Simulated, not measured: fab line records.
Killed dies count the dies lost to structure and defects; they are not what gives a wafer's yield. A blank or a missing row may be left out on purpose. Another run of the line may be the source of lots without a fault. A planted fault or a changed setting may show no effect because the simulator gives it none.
fab line records	flow nand_harc
record lots=5	wafers=15	last_day=23
route steps=1159 shown P_STI@69 END@1159
lots that met no fault: from a run of the same line without faults
start_h: hours from the record's opening day to when the first of the lot's shown wafers began	wait_h: hours from the lot's prior step to this one	" identical to the entry in the row above	L1.1+2: a row that stands for several wafers	- no value present, or no start provided	* or withheld: withheld	< > ~ a bound
route shown NAME@n: NAME is a module with steps in the file, n the number in the route of the first one	usual: average and standard deviation across the fault-free wafers	same: alike in all rows	chamber/n: place in a boat	sites: the reading at each site	_std_site: standard deviation across them	_edge_site: the outer-site mean with the inner-site mean subtracted	radius_mm: how far each site lies from the wafer's centre	mask NAME#n: copy n	behind: the tool/chamber that last shaped the wafer	hold: why the lot was held/for how many hours/how that ended	device: names the non-switching transistor (n, p or np)	end of line: the same wafers' tests at the end of the route	for a step that has no rows: nothing shown but its recipe	killed: dies that structure and defects cost at the first sort, which is not the same as the wafer's yield	map: dies across one wafer; x = killed, . = not, _ = none there
set.NAME: the setting the step ran with; set.NAME@STEP: the setting that earlier step ran with	model.NAME: the simulator's own value behind a step, which no gauge read
a table for each step, a row for each wafer; lots at some steps of the route
services: from which hour (start_h, from the record's first day; less than 0 if before it) a tool's chamber was out of use, for how many hours, and why
## steps
# step NHARC_P_STI_ETCH_26
# recipe target_depth_a=110	chemistry=dHF	material=SiO2
# step NHARC_P_STI_PRECLEAN_27
# recipe time_s=*	temp_c=50	bath_age_min=0	chemistry=SC1
# step NHARC_P_STI_SRD_28
# step NHARC_P_STI_OXIDE_29
# recipe target_thk_a=100	temp_c=900	ox_time_s=1362	material=SiO2
# step NHARC_P_STI_HM_DEP_30
# recipe target_thk_a=800	temp_c=790	pressure_mtorr=300	time_s=873	material=Si3N4
# step NHARC_P_STI_DEHYDRATE_01
# recipe temp_c=150	time_s=120
# step NHARC_P_STI_HMDS_02
# recipe time_s=30
# step NHARC_P_STI_COAT_41
# recipe temp_c=200	time_s=65
# step NHARC_P_STI_COAT_03
# recipe spin_rpm=2000	resist_thk_nm=600
# step NHARC_P_STI_SOFTBAKE_04
# recipe temp_c=125	time_s=70
# step NHARC_P_STI_EBR_05
# step NHARC_P_STI_EXPOSE_06
# recipe na=0.55	target_cd_nm=200	dose_mj=37.69	mask_id=P_STI
# usual exposure_dose_mJ_cm2=37.72/0.081
lot.wafer	tool	chamber	start_h	wait_h	mask	exposure_dose_mJ_cm2
L139.1	krf_scanner-01	0	42.73	-	P_STI#0	37.76
L139.2	"	0	"	"	P_STI#0	37.72
L139.4	"	0	"	"	P_STI#0	37.69
L144.4	krf_scanner-01	0	71.20	-	P_STI#0	24.09
L144.5	"	0	"	"	P_STI#0	24.13
L144.6	"	0	"	"	P_STI#0	24.13
L146.2	krf_scanner-01	0	82.73	-	P_STI#0	26.89
L146.3	"	0	"	"	P_STI#0	26.83
L146.6	"	0	"	"	P_STI#0	26.90
L149.1	krf_scanner-01	0	100.44	-	P_STI#0	27.79
L149.2	"	0	"	"	P_STI#0	27.75
L149.3	"	0	"	"	P_STI#0	27.75
L154.1	krf_scanner-02	0	133.05	-	P_STI#0	37.64
L154.3	"	0	"	"	P_STI#0	37.74
L154.6	"	0	"	"	P_STI#0	37.67
# step NHARC_P_STI_PEB_07
# recipe peb_temp_c=128	peb_time_s=80
# step NHARC_P_STI_DEVELOP_08
# recipe time_s=50	dev_temp_c=22
# step NHARC_P_STI_CD_MEAS_09
# recipe target_cd_nm=200	landing_energy_ev=500
# usual cd_nm=199.8/1.6
lot.wafer	tool	chamber	start_h	wait_h	cd_nm
L139.1	cd_sem-02	0	42.89	-	197.9
L139.2	"	0	"	"	197.3
L139.4	"	0	"	"	197.4
L144.4	cd_sem-03	0	71.34	-	101.0
L144.5	"	0	"	"	102.6
L144.6	"	0	"	"	101.9
L146.2	cd_sem-01	0	82.87	-	124.6
L146.3	"	0	"	"	126.3
L146.6	"	0	"	"	123.9
L149.1	cd_sem-03	0	100.60	-	132.0
L149.2	"	0	"	"	132.4
L149.3	"	0	"	"	132.6
L154.1	cd_sem-01	0	133.20	-	199.8
L154.3	"	0	"	"	201.5
L154.6	"	0	"	"	200.2
# step NHARC_P_STI_HARDBAKE_13
# recipe temp_c=118	time_s=65
# step NHARC_P_STI_DESCUM_14
# recipe time_s=3	o2_flow_sccm=200	ar_flow_sccm=0	bias_power_w=0	chemistry=O2
# usual drypump_motor_current_A=5.6/0.45	oes_product_au=1.001/0.0081	rf_vpp_V=57.9/0.88	showerhead_plenum_p_Torr=1.95/0.072	throttle_valve_pct=11.311/0.0089
# same time_s=3
lot.wafer	tool	chamber	start_h	wait_h	drypump_motor_current_A	oes_product_au	rf_hours_counter_h	rf_vpp_V	showerhead_plenum_p_Torr	throttle_valve_pct	model.P_STI.cd_nm
L139.4	rie_diel-07	0	43.15	-	6.3	1.007	3.6	57.0	1.94	11.306	197.2
L139.1	"	2	"	"	5.1	1.009	3.1	56.0	2.00	11.322	197.8
L139.2	"	3	"	"	5.8	1.007	3.5	57.3	1.93	11.318	197.5
L144.4	rie_diel-07	2	71.62	-	5.1	0.998	0.1	57.1	2.00	11.323	100.7
L144.6	"	3	"	"	5.7	1.005	-	58.8	1.93	11.318	101.4
L144.5	"	0	"	"	6.3	0.989	-	57.6	1.94	11.311	102.5
L146.3	rie_diel-06	2	83.13	-	6.3	1.013	0.1	56.7	1.90	11.314	126.2
L146.2	"	1	"	"	5.8	1.009	0.1	58.0	1.81	11.312	124.2
L146.6	"	3	"	"	5.4	1.008	-	58.4	1.95	11.316	123.9
L149.1	rie_diel-07	3	100.87	-	5.7	1.012	0.7	58.6	1.93	11.323	131.8
L149.3	"	1	"	"	6.3	1.014	0.7	58.4	1.86	11.316	132.3
L149.2	"	2	"	"	5.1	1.003	0.6	59.8	2.00	11.303	131.9
L154.3	rie_diel-01	1	133.48	-	5.4	0.992	9.9	59.5	1.93	11.297	201.1
L154.1	"	2	"	"	5.3	1.010	9.0	58.4	2.07	11.309	199.7
L154.6	"	1	"	"	5.4	0.991	-	57.5	1.93	11.319	199.6
# step NHARC_P_STI_ETCH_42
# recipe target_depth_a=800	overetch_a=240	time_s=61	ion_energy_ev=200	n2_flow_sccm=150	h2_flow_sccm=150	ar_flow_sccm=0	rf_w=400	bias_w=150	chemistry=N2/H2
# step NHARC_P_STI_ETCH_31
# recipe target_depth_a=1089	time_s=54.5	cf4_flow_sccm=100	chf3_flow_sccm=30	ar_flow_sccm=0	rf_w=500	bias_w=200	chemistry=CF4/CHF3
# step NHARC_P_STI_ETCH_15
# recipe target_depth_a=3000	taper_deg=4	time_s=100.1	hbr_flow_sccm=150	cl2_flow_sccm=50	rf_w=400	icp_w=400	bias_w=100	chemistry=HBr/Cl2
# usual drypump_motor_current_A=5.7/0.36	oes_product_au=0.998/0.0079	rf_fwd_power_W=397.2/1.3	throttle_valve_pct=26.406/0.0087
# same time_s=100.1
lot.wafer	tool	chamber	start_h	wait_h	drypump_motor_current_A	oes_product_au	rf_fwd_power_W	rf_hours_counter_h	throttle_valve_pct	model.P_STI.cd_nm
L139.1	rie_si-05	3	43.44	-	6.1	0.997	396.1	1.1	26.421	198.2
L139.4	"	0	"	"	5.7	0.995	397.1	1.3	26.409	197.7
L139.2	"	1	"	"	5.7	1.008	394.2	1.4	26.400	197.8
L144.4	rie_si-05	0	71.90	-	5.7	1.003	396.8	0.0	26.412	100.5
L144.5	"	2	"	"	5.6	0.995	397.2	-	26.408	102
L144.6	"	3	"	"	6.1	1.005	397.3	-	26.401	100.9
L146.2	rie_si-03	3	83.42	-	5.9	0.998	396.8	0.6	26.399	124
L146.3	"	0	"	"	5.4	0.996	395.9	0.6	26.406	126
L146.6	"	2	"	"	5.7	1.009	397.5	-	26.417	123.8
L149.3	rie_si-05	2	101.16	-	5.6	1.009	396.5	0.3	26.415	131.8
L149.2	"	3	"	"	6.1	1.004	396.2	0.2	26.414	131.4
L149.1	"	0	"	"	5.7	0.997	396.8	0.1	26.411	131.3
L154.3	rie_si-04	3	133.75	-	5.4	0.982	397.4	0.1	26.412	200.7
L154.1	"	2	"	"	5.0	1.000	396.1	0.2	26.401	198.4
L154.6	"	3	"	"	5.4	0.988	397.9	-	26.402	199
# step NHARC_P_STI_CD_MEAS_16
# usual cd_nm=199.2/1.8
lot.wafer	tool	chamber	start_h	wait_h	cd_nm
L139.1	cd_sem-03	-	43.59	-	198.7
L139.2	"	-	"	"	197.8
L139.4	"	-	"	"	197.8
L144.4	cd_sem-03	-	72.04	-	100.3
L144.5	"	-	"	"	102.2
L144.6	"	-	"	"	101.0
L146.2	cd_sem-02	-	83.57	-	124.2
L146.3	"	-	"	"	126.1
L146.6	"	-	"	"	123.9
L149.1	cd_sem-03	-	101.30	-	131.2
L149.2	"	-	"	"	131.1
L149.3	"	-	"	"	132.0
L154.1	cd_sem-02	-	133.91	-	198.5
L154.3	"	-	"	"	200.8
L154.6	"	-	"	"	199.2
# step NHARC_P_STI_OCD_MEAS_17
# usual trench_foot_cd_nm=157.9/1.6
lot.wafer	tool	chamber	start_h	wait_h	trench_foot_cd_nm
L139.1	ocd-01	-	43.67	0.1	156.1
L139.2	"	-	"	"	154.2
L139.4	"	-	"	"	154.5
L144.4	ocd-01	-	72.12	0.1	58.6
L144.5	"	-	"	"	60.3
L144.6	"	-	"	"	60.1
L146.2	ocd-02	-	83.66	0.1	82.1
L146.3	"	-	"	"	84.3
L146.6	"	-	"	"	81.9
L149.1	ocd-01	-	101.41	0.1	89.3
L149.2	"	-	"	"	89.6
L149.3	"	-	"	"	89.7
L154.1	ocd-02	-	133.99	0.1	157.6
L154.3	"	-	"	"	159.8
L154.6	"	-	"	"	158.5
# step NHARC_P_STI_STRIP_19
# recipe time_s=900	temp_c=130	chemistry=SPM
# step NHARC_P_STI_PRECLEAN_32
# recipe time_s=*	temp_c=50	bath_age_min=0	chemistry=SC1
# step NHARC_P_STI_SRD_23
# step NHARC_P_STI_OCD_MEAS_43
# usual trench_foot_cd_nm=157.9/1.6
lot.wafer	tool	chamber	start_h	wait_h	trench_foot_cd_nm
L139.1	ocd-02	-	44.18	-	156.2
L139.2	"	-	"	"	154.6
L139.4	"	-	"	"	154.9
L144.4	ocd-02	-	72.63	-	59.2
L144.5	"	-	"	"	61.0
L144.6	"	-	"	"	59.1
L146.2	ocd-01	-	84.17	-	82.3
L146.3	"	-	"	"	83.9
L146.6	"	-	"	"	82.2
L149.1	ocd-02	-	101.91	-	89.9
L149.2	"	-	"	"	90.1
L149.3	"	-	"	"	90.2
L154.1	ocd-02	-	134.50	-	157.9
L154.3	"	-	"	"	160.4
L154.6	"	-	"	"	158.8
# step NHARC_P_STI_OXIDE_33
# recipe target_thk_a=100	temp_c=1000	ox_time_s=281	material=SiO2
# step NHARC_END_SORT_01
# recipe temp_c=25
# usual killed_at_array=25/9.8	killed_at_other=0.8/1.1	killed_at_periphery=3.3/2.1	killed_dies=29/10	killed_open=3.3/1.8	killed_short=1.9/1.4
# same gross_dies=677
lot.wafer	tool	chamber	start_h	wait_h	killed_at_array	killed_at_other	killed_at_periphery	killed_dies	killed_open	killed_short
L144.4	prober-02	0	490.61	3.4	14	0	663	677	3	3
L144.5	prober-02	0	491.42	3.7	20	0	657	677	0	1
L144.6	prober-02	0	492.23	4.0	21	0	656	677	3	3
L146.2	prober-01	0	502.91	2.8	19	0	658	677	2	4
L146.3	prober-01	0	503.70	3.1	22	0	655	677	1	2
L146.6	prober-01	0	506.08	4.0	14	0	663	677	4	0
L149.1	prober-01	0	540.44	2.5	22	0	655	677	4	2
L149.2	prober-01	0	541.23	2.8	37	1	639	677	7	3
L149.3	prober-01	0	542.03	3.1	22	0	655	677	3	1
# killed by level:class
L144.4 P_STI:area_expose=661 A_CHANNEL_HOLE_D1:chamber_film_flake=4 A_STAIRCASE:chamber_film_flake=3 A_M0:geometric_particle:open=2 P_GATE:geometric_particle:short=1 P_CONTACT:geometric_particle:open=1 A_CHANNEL_FILL_D1:geometric_particle:short=1 A_WL_FILL:geometric_particle:short=1
L144.5 P_STI:area_expose=654 A_CHANNEL_HOLE_D1:chamber_film_flake=12 P_STI:chamber_film_flake=3 A_ZERO_WELL:chamber_film_flake=2 A_WL_FILL:chamber_film_flake=2 A_CONTACT:chamber_film_flake=2 A_CONTACT:geometric_particle:short=1 A_STAIRCASE:chamber_film_flake=1
L144.6 P_STI:area_expose=653 A_STAIRCASE:chamber_film_flake=8 A_CHANNEL_HOLE_D1:chamber_film_flake=6 A_WL_FILL:chamber_film_flake=2 P_CONTACT:geometric_particle:open=1 P_M1:geometric_particle:short=1 A_CHANNEL_FILL_D1:geometric_particle:open=1 A_STAIRCASE:geometric_particle:short=1
L146.2 P_STI:area_expose=652 A_STAIRCASE:chamber_film_flake=4 A_CHANNEL_HOLE_D1:chamber_film_flake=3 A_CONTACT:chamber_film_flake=3 P_GATE:chamber_film_flake=2 P_CONTACT:chamber_film_flake=2 A_CHANNEL_FILL_D1:chamber_film_flake=2 P_M0:geometric_particle:open=1
L146.3 P_STI:area_expose=648 A_CONTACT:chamber_film_flake=9 P_CONTACT:chamber_film_flake=6 A_CHANNEL_HOLE_D1:chamber_film_flake=4 A_STAIRCASE:chamber_film_flake=3 A_CHANNEL_FILL_D1:chamber_film_flake=2 A_CHANNEL_FILL_D1:geometric_particle:short=1 A_CONTACT:geometric_particle:short=1
L146.6 P_STI:area_expose=657 P_CONTACT:chamber_film_flake=3 A_STAIRCASE:chamber_film_flake=3 A_CHANNEL_FILL_D1:geometric_particle:open=2 A_CONTACT:geometric_particle:open=2 P_GATE:chamber_film_flake=2 A_CHANNEL_HOLE_D1:chamber_film_flake=2 A_CHANNEL_FILL_D1:chamber_film_flake=2
L149.1 P_STI:area_expose=653 A_CHANNEL_HOLE_D1:chamber_film_flake=11 A_STAIRCASE:chamber_film_flake=3 A_CONTACT:chamber_film_flake=2 P_CONTACT:geometric_particle:open=1 A_CHANNEL_FILL_D1:geometric_particle:open=1 A_CHANNEL_FILL_D1:geometric_particle:short=1 A_WL_FILL:geometric_particle:short=1
L149.2 P_STI:area_expose=637 A_CHANNEL_HOLE_D1:chamber_film_flake=21 A_STAIRCASE:chamber_film_flake=5 A_WL_FILL:geometric_particle:short=2 A_WL_FILL:geometric_particle:open=2 A_CONTACT:geometric_particle:open=2 A_CONTACT:chamber_film_flake=2 P_M0:geometric_particle:open=1
L149.3 P_STI:area_expose=650 A_CHANNEL_HOLE_D1:chamber_film_flake=19 P_GATE:chamber_film_flake=3 P_STI:geometric_particle:open=1 P_M0:geometric_particle:open=1 A_CONTACT:geometric_particle:short=1 A_CONTACT:geometric_particle:open=1 A_STAIRCASE:chamber_film_flake=1
# map L144.4 (x killed, . not)
____________x____________
_________xxxxxxx_________
_______xxxxxxxxxxx_______
______xxxxxxxxxxxxx______
_____xxxxxxxxxxxxxxx_____
____xxxxxxxxxxxxxxxxx____
____xxxxxxxxxxxxxxxxx____
___xxxxxxxxxxxxxxxxxxx___
___xxxxxxxxxxxxxxxxxxx___
__xxxxxxxxxxxxxxxxxxxxx__
__xxxxxxxxxxxxxxxxxxxxx__
_xxxxxxxxxxxxxxxxxxxxxxx_
_xxxxxxxxxxxxxxxxxxxxxxx_
_xxxxxxxxxxxxxxxxxxxxxxx_
_xxxxxxxxxxxxxxxxxxxxxxx_
_xxxxxxxxxxxxxxxxxxxxxxx_
xxxxxxxxxxxxxxxxxxxxxxxxx
xxxxxxxxxxxxxxxxxxxxxxxxx
xxxxxxxxxxxxxxxxxxxxxxxxx
xxxxxxxxxxxxxxxxxxxxxxxxx
xxxxxxxxxxxxxxxxxxxxxxxxx
_xxxxxxxxxxxxxxxxxxxxxxx_
_xxxxxxxxxxxxxxxxxxxxxxx_
_xxxxxxxxxxxxxxxxxxxxxxx_
_xxxxxxxxxxxxxxxxxxxxxxx_
_xxxxxxxxxxxxxxxxxxxxxxx_
__xxxxxxxxxxxxxxxxxxxxx__
__xxxxxxxxxxxxxxxxxxxxx__
___xxxxxxxxxxxxxxxxxxx___
___xxxxxxxxxxxxxxxxxxx___
____xxxxxxxxxxxxxxxxx____
____xxxxxxxxxxxxxxxxx____
_____xxxxxxxxxxxxxxx_____
______xxxxxxxxxxxxx______
_______xxxxxxxxxxx_______
_________xxxxxxx_________
____________x____________
# map L146.2 (x killed, . not)
____________x____________
_________xxxxxxx_________
_______xxxxxxxxxxx_______
______xxxxxxxxxxxxx______
_____xxxxxxxxxxxxxxx_____
____xxxxxxxxxxxxxxxxx____
____xxxxxxxxxxxxxxxxx____
___xxxxxxxxxxxxxxxxxxx___
___xxxxxxxxxxxxxxxxxxx___
__xxxxxxxxxxxxxxxxxxxxx__
__xxxxxxxxxxxxxxxxxxxxx__
_xxxxxxxxxxxxxxxxxxxxxxx_
_xxxxxxxxxxxxxxxxxxxxxxx_
_xxxxxxxxxxxxxxxxxxxxxxx_
_xxxxxxxxxxxxxxxxxxxxxxx_
_xxxxxxxxxxxxxxxxxxxxxxx_
xxxxxxxxxxxxxxxxxxxxxxxxx
xxxxxxxxxxxxxxxxxxxxxxxxx
xxxxxxxxxxxxxxxxxxxxxxxxx
xxxxxxxxxxxxxxxxxxxxxxxxx
xxxxxxxxxxxxxxxxxxxxxxxxx
_xxxxxxxxxxxxxxxxxxxxxxx_
_xxxxxxxxxxxxxxxxxxxxxxx_
_xxxxxxxxxxxxxxxxxxxxxxx_
_xxxxxxxxxxxxxxxxxxxxxxx_
_xxxxxxxxxxxxxxxxxxxxxxx_
__xxxxxxxxxxxxxxxxxxxxx__
__xxxxxxxxxxxxxxxxxxxxx__
___xxxxxxxxxxxxxxxxxxx___
___xxxxxxxxxxxxxxxxxxx___
____xxxxxxxxxxxxxxxxx____
____xxxxxxxxxxxxxxxxx____
_____xxxxxxxxxxxxxxx_____
______xxxxxxxxxxxxx______
_______xxxxxxxxxxx_______
_________xxxxxxx_________
____________x____________
## services
tool	chamber	start_h	hours	kind
rie_diel-06	2	26.57	11.1	repair
rie_diel-01	1	27.82	10.5	repair
rie_diel-07	-	30.15	0.3	repair
krf_scanner-02	-	38.04	4.0	pm
rie_diel-07	-	51.20	9.0	pm
rie_diel-07	0	51.20	9.0	vent_cycle
rie_diel-07	1	51.20	9.0	vent_cycle
rie_diel-07	2	51.20	9.0	vent_cycle
rie_diel-07	3	51.20	9.0	vent_cycle
rie_diel-01	2	52.52	8.0	repair
rie_diel-07	0	60.20	-	clean
rie_diel-07	1	60.20	-	clean
rie_diel-07	2	60.20	-	clean
rie_si-05	-	62.00	9.0	pm
rie_diel-06	-	64.20	9.0	pm
krf_scanner-01	-	84.00	4.0	pm
rie_diel-01	-	92.26	1.7	repair
rie_diel-01	2	95.81	3.3	repair
rie_si-04	-	99.00	9.0	pm
rie_si-04	3	109.59	6.7	repair
rie_diel-06	2	112.25	7.4	repair
krf_scanner-01	-	114.01	4.0	repair
krf_scanner-01	0	118.21	-	calibration
rie_si-05	-	128.28	0.2	repair
## key
first_sign step=NHARC_P_STI_EXPOSE_06	reading=exposure_dose_mJ_cm2	direction=down	sigmas=99+	usual=37.72	struck=26.25
effect step=NHARC_P_STI_CD_MEAS_09	reading=cd_nm	direction=down	sigmas=49	usual=199.8	struck=119.7	through=control_loop
effect step=NHARC_P_STI_CD_MEAS_16	reading=cd_nm	direction=down	sigmas=44	usual=199.2	struck=119.1	through=control_loop
effect step=NHARC_P_STI_OCD_MEAS_17	reading=trench_foot_cd_nm	direction=down	sigmas=51	usual=157.9	struck=77.3	through=control_loop
effect step=NHARC_P_STI_OCD_MEAS_43	reading=trench_foot_cd_nm	direction=down	sigmas=50	usual=157.9	struck=77.5	through=control_loop
effect step=NHARC_END_SORT_01	reading=killed_at_periphery	direction=up	sigmas=99+	usual=3.3	struck=655.7
model_effect step=NHARC_P_STI_DESCUM_14	value=P_STI.cd_nm	without=200.6	struck=119.4
model_effect step=NHARC_P_STI_ETCH_15	value=P_STI.cd_nm	without=200.2	struck=119.1
more_kills_born_at NHARC_P_STI_EXPOSE_06@krf_scanner-01=5865
met_at NHARC_P_STI_EXPOSE_06
struck_wafers L144.4,L144.5,L144.6,L146.2,L146.3,L146.6,L149.1,L149.2,L149.3
later_rows_left_out L144.4,L144.5,L144.6,L146.2,L146.3,L146.6,L149.1,L149.2,L149.3
tester_left_out L144,L146,L149
loop_trim step=NHARC_P_STI_EXPOSE_06	setting=dose	lots=L146,L149
onset_between 42.73 71.20
fault kind=process_parameter_drift	tool=krf_scanner-01	chamber=-	onset_h=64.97	steps=NHARC_P_STI_EXPOSE_06	channel=dose_mj	offset=-13.685	shape=step	acts_in=these_recipes_only	stated=37.69
# tester_left_out: of these lots the tester's yield and bins aren't shown, on N5 and GAA mostly nor the transistor test; their killed dies are dies lost to structure and defects alone, not to doping, threshold or leakage, so they don't give the yield
# later_rows_left_out: the simulator's readings of these wafers behind a module that went badly wrong aren't trusted and aren't shown, but for the sort
# loop_trim: a control loop set the setting to another value than it would have without faults
